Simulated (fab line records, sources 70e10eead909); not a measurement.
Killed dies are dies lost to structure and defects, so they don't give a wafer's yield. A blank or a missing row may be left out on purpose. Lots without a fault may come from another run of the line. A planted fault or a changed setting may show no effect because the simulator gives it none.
Chamber matching | flow nand_harc | NHARC_A_STAIRCASE_DESCUM_443 on rie_diel-01: 4 sister chambers
The step chemistry O2, time 3 s. 4 wafers are shown with their chamber, then 7 later ones without.

WAFERS WITH THEIR CHAMBER
wafer  | chamber | showerhead_plenum_p_Torr (Torr)
L081.2 | 0       | 1.83
L081.6 | 3       | 2.04
L087.2 | 1       | 1.85
L087.3 | 2       | 2.06

WAFERS WITHOUT THEIR CHAMBER
wafer  | showerhead_plenum_p_Torr (Torr)
L087.4 | 1.82
L093.1 | 2.05
L093.3 | 2.03
L093.5 | 1.84
L094.3 | 1.84
L094.4 | 1.82
L094.5 | 1.84

WHICH CHAMBER EACH WENT THROUGH
wafer  | from the rows above     | in truth
L087.4 | 0                       | 0
L093.1 | can't be placed: 3 or 2 | 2
L093.3 | 3                       | 3
L093.5 | can't be placed: 0 or 1 | 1
L094.3 | can't be placed: 0 or 1 | 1
L094.4 | 0                       | 0
L094.5 | can't be placed: 0 or 1 | 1
Placed correctly: 3 of 7. Can't be placed from these rows: 4 (the true chamber is among the candidates in 4). Placed wrongly: 0.
How it was worked out, from the rows above alone: a wafer's distance from a chamber is the root of the sum, over the readings, of the square of ((its reading less the chamber's mean) divided by the reading's scatter). The wafer belongs to the nearest chamber; if the next one is less than 2 further off, it can't be placed. A chamber's mean is the mean of its shown wafers. The scatter: with one shown wafer a chamber, the root of the mean of the squares of how far each hidden wafer lies from its nearest shown one.
